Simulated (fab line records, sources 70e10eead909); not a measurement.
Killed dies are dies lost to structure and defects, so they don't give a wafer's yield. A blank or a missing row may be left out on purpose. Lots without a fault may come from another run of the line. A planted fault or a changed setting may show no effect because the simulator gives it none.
Which tool did it? | flow nand_harc | 14 lots, 42 wafers sampled, at 4 steps of a route of 1302

WHAT THE GAUGES READ, wafer by wafer
The record holds no reading of a measuring or inspecting step that can be judged against a usual standard deviation.

WHICH TOOL RAN EACH LOT (tool, then ch and the chambers of the sampled wafers, then the start)
lot  | NHARC_A_CONTACT_ETCH_126             | NHARC_A_CONTACT_ETCH_133             | NHARC_A_CONTACT_ETCH_91            | NHARC_A_CONTACT_STRIP_82
L506 | har_cap_etch-02 ch 0, day 22 01:16   | har_cap_etch-02 ch 0, day 22 02:30   | rie_diel-08 ch 0,1,2, day 22 03:18 | rie_diel-08 ch 0,1,3, no start
L508 | har_cap_etch-02 ch 0,1, day 22 10:44 | har_cap_etch-02 ch 0,1, day 22 12:30 | rie_diel-01 ch 1,2, day 22 13:16   | rie_diel-08 ch 2,3, no start
L507 | har_cap_etch-03 ch 0,1, day 22 10:46 | har_cap_etch-03 ch 0,1, day 22 12:00 | rie_diel-04 ch 0,1,2, day 22 12:48 | rie_diel-04 ch 1,2,3, no start
L510 | har_cap_etch-03 ch 0,1, day 23 12:32 | har_cap_etch-03 ch 0,1, day 23 13:47 | rie_diel-08 ch 0,1,3, day 23 14:58 | rie_diel-08 ch 1,3, no start
L509 | har_cap_etch-02 ch 0,1, day 23 15:40 | har_cap_etch-02 ch 0,1, day 23 16:55 | rie_diel-04 ch 0,2, day 23 17:43   | rie_diel-04 ch 2,3, no start
L511 | har_cap_etch-03 ch 0,1, day 24 08:57 | har_cap_etch-03 ch 0,1, day 24 10:14 | rie_diel-08 ch 0,1,2, day 24 11:02 | rie_diel-08 ch 0,1,2, no start
L512 | har_cap_etch-01 ch 0,1, day 24 11:00 | har_cap_etch-01 ch 0,1, day 24 12:21 | rie_diel-08 ch 0,1,3, day 24 12:58 | rie_diel-04 ch 0,3, no start
L513 | har_cap_etch-02 ch 0, day 24 15:55   | har_cap_etch-02 ch 0, day 24 17:09   | rie_diel-04 ch 0,2,3, day 24 17:58 | rie_diel-08 ch 0,3, no start
L514 | har_cap_etch-02 ch 0,1, day 25 15:27 | har_cap_etch-02 ch 0,1, day 25 16:41 | rie_diel-01 ch 1,2,3, day 25 17:29 | rie_diel-08 ch 0,3, no start
L515 | har_cap_etch-03 ch 0,1, day 25 16:15 | har_cap_etch-03 ch 0,1, day 25 17:32 | rie_diel-04 ch 0,3, day 25 18:14   | rie_diel-01 ch 1,3, no start
L518 | har_cap_etch-02 ch 1, day 27 14:56   | har_cap_etch-02 ch 1, day 27 16:11   | rie_diel-08 ch 0,2,3, day 27 16:59 | rie_diel-08 ch 2,3, no start
L524 | har_cap_etch-02 ch 1, day 29 18:32   | har_cap_etch-02 ch 1, day 29 19:46   | rie_diel-08 ch 2,3, day 29 20:34   | rie_diel-08 ch 0,2, no start
L526 | har_cap_etch-01 ch 0,1, day 30 14:02 | har_cap_etch-01 ch 0,1, day 30 15:19 | rie_diel-08 ch 0,2, day 30 16:02   | rie_diel-01 ch 1,2,3, no start
L528 | har_cap_etch-03 ch 0,1, day 31 15:05 | har_cap_etch-03 ch 0,1, day 31 16:37 | rie_diel-04 ch 1,2, day 31 17:35   | rie_diel-08 ch 1,2, no start
- NHARC_A_CONTACT_ETCH_126: etches the open film in C4F8/O2/Ar, time 197 s, target depth 1918 nm.
- NHARC_A_CONTACT_ETCH_133: etches the open film in C4F8/O2/Ar, time 374 s, target depth 1610 nm.
- NHARC_A_CONTACT_ETCH_91: etches the open film in CH3F/O2, target depth 40 nm, time 85.7 s.
- NHARC_A_CONTACT_STRIP_82: strips in O2.

WHAT THE TOOLS THEMSELVES READ (means of the sampled wafers that have a number; where no wafer has one, the mark that the record gives instead)
NHARC_A_CONTACT_ETCH_91.
lot  | tool        | ch3f_flow_sccm (sccm) | drypump_motor_current_A (A) | oes_product_au (a.u.) | rf_vpp_V (V) | showerhead_plenum_p_Torr (Torr) | throttle_valve_pct (%)
L506 | rie_diel-08 | 50.11                 | 6.0                         | 0.92                  | 243.4        | 2.40                            | 20.666
L508 | rie_diel-01 | 50.23                 | 5.8                         | 0.92                  | 244.2        | 2.46                            | 20.664
L507 | rie_diel-04 | 50.03                 | 5.8                         | 0.93                  | 245.5        | 2.56                            | 20.660
L510 | rie_diel-08 | 50.08                 | 6.3                         | 0.92                  | 244.2        | 2.41                            | 20.661
L509 | rie_diel-04 | 50.07                 | 5.7                         | 1.00                  | 247.1        | 2.62                            | 20.661
L511 | rie_diel-08 | 50.01                 | 6.0                         | 0.92                  | 244.1        | 2.39                            | 20.665
L512 | rie_diel-08 | 49.95                 | 6.2                         | 0.92                  | 243.1        | 2.41                            | 20.662
L513 | rie_diel-04 | 50.01                 | 5.8                         | 0.93                  | 247.2        | 2.63                            | 20.661
L514 | rie_diel-01 | 50.04                 | 5.8                         | 0.92                  | 243.4        | 2.42                            | 20.663
L515 | rie_diel-04 | 49.97                 | 6.3                         | 0.98                  | 246.8        | 2.64                            | 20.669
L518 | rie_diel-08 | 50.05                 | 5.9                         | 0.92                  | 243.6        | 2.39                            | 20.666
L524 | rie_diel-08 | 49.92                 | 6.2                         | 0.81                  | 243.9        | 2.40                            | 20.655
L526 | rie_diel-08 | 50.00                 | 5.7                         | 0.75                  | 243.5        | 2.37                            | 20.668
L528 | rie_diel-04 | 49.93                 | 5.3                         | 0.93                  | 246.3        | 2.52                            | 20.668

NHARC_A_CONTACT_STRIP_82.
lot  | tool        | drypump_motor_current_A (A) | oes_product_au (a.u.) | rf_vpp_V (V) | showerhead_plenum_p_Torr (Torr) | throttle_valve_pct (%)
L506 | rie_diel-08 | 6.2                         | 1.000                 | 57.4         | 3.47                            | 17.043
L508 | rie_diel-08 | 6.2                         | 0.996                 | 57.3         | 3.46                            | 17.035
L507 | rie_diel-04 | 5.5                         | 1.009                 | 57.9         | 3.50                            | 17.033
L510 | rie_diel-08 | 6.6                         | 0.999                 | 57.9         | 3.47                            | 17.040
L509 | rie_diel-04 | 5.2                         | 1.008                 | 58.7         | 3.76                            | 17.038
L511 | rie_diel-08 | 6.0                         | 0.989                 | 58.2         | 3.44                            | 17.042
L512 | rie_diel-04 | 6.3                         | 1.002                 | 58.5         | 3.78                            | 17.040
L513 | rie_diel-08 | 5.9                         | 0.993                 | 58.1         | 3.44                            | 17.030
L514 | rie_diel-08 | 6.2                         | 0.993                 | 58.1         | 3.46                            | 17.041
L515 | rie_diel-01 | 5.7                         | 0.994                 | 58.0         | 3.53                            | 17.034
L518 | rie_diel-08 | 6.0                         | 0.991                 | 57.3         | 3.43                            | 17.029
L524 | rie_diel-08 | 5.6                         | 1.000                 | 56.8         | 3.41                            | 17.036
L526 | rie_diel-01 | 5.8                         | 0.996                 | 57.9         | 3.46                            | 17.047
L528 | rie_diel-08 | 6.3                         | 0.996                 | 57.9         | 3.43                            | 17.037

THE ANSWER, worked out from the rows above alone
Rule: what is usual is taken from the lots themselves. Put in order of their means at a reading, lots are off if they are a third of the lots or fewer, leave a main group of 4 or more, and stand apart from it by a gap of 3 or more times the standard deviation of the main group's means; of several such gaps the widest counts. A main group whose means are all the same, to the digits that the tables above print for the reading, isn't used. A lot without any number at a reading at which 4 lots or more have one is off too. The other lots that the step has rows for count as sound. The gauges are gone through in route order, then the tools' own readings, and for those a lot's mean is taken as printed above. The first step at which some lot is off is used, and at that step the reading that is off furthest; a lot without a number counts as furthest.
Off: L524, L526, at NHARC_A_CONTACT_ETCH_91 (oes_product_au). The main group: mean 0.93 a.u., standard deviation 0.026.
A tool fits if, at that step or a process step before it, it ran every lot that is off, and no sound lot after the first of them. One fits: rie_diel-08 at NHARC_A_CONTACT_ETCH_91. Its last sound lot is L518 (day 27 16:59), its first lot that is off L524 (day 29 20:34): a fault that began between those two fits.
The tool's own readings at NHARC_A_CONTACT_ETCH_91 bear it out: on the lots that are off they differ by more than 5 times the standard deviation of the sound lots' means. oes_product_au reads 0.78 a.u. there against 0.93 a.u. on the sound lots.

WHAT THE SIMULATOR HAD PUT IN
Process parameter drift: rie_diel-08, from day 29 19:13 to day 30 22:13, at NHARC_A_CONTACT_ETCH_91. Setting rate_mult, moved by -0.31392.
Lots struck among those shown: L524, L526. The rule above found the same.
